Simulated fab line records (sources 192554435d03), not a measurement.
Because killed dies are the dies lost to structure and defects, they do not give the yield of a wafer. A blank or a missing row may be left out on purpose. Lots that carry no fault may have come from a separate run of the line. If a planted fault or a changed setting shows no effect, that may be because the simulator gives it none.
Chamber matching ; flow n5-finfet ; cmp-04 running N5_BEOL_M2_CMP_52: 4 sister chambers
The step polishes, stops on SiOC, t overpolish 6.8 s, target thk 40 nm. 4 wafers are shown with their chamber, then 8 later ones without.

## WAFERS PAIRED WITH THEIR CHAMBERS
wafer;chamber;motor-current-A (A)
L084.1;1;5.0
L090.1;0;5.3
L090.2;3;4.8
L092.1;2;5.7

## WAFERS WHOSE CHAMBER IS MISSING
wafer;motor-current-A (A)
L092.2;5.1
L092.6;5.0
L093.1;5.6
L093.3;5.0
L093.6;5.1
L095.1;5.2
L095.2;5.2
L095.5;4.6

## THE CHAMBER EACH PASSED THROUGH
wafer;from the rows above;in truth
L092.2;can't be placed: 1 or 0 or 3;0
L092.6;can't be placed: 1 or 3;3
L093.1;can't be placed: 2 or 0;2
L093.3;can't be placed: 1 or 3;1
L093.6;can't be placed: 1 or 0 or 3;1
L095.1;can't be placed: 0 or 1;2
L095.2;can't be placed: 0 or 1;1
L095.5;can't be placed: 3 or 1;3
Correctly placed: 0 of 8. Unplaceable from these rows: 8, with the true chamber sitting among the candidates in 7. Placed wrongly: 0.
How it was worked out, from the rows above alone: a wafer's distance from a chamber is the root of the sum, over the readings, of the square of ((its reading less the chamber's mean) divided by the reading's scatter). The wafer belongs to the nearest chamber; if the next one is less than 2 further off, it can't be placed. For every chamber, the mean is computed from those of its wafers that are shown. The scatter: root of mean squared gap, hidden wafer to nearest shown wafer, with one shown wafer a chamber.
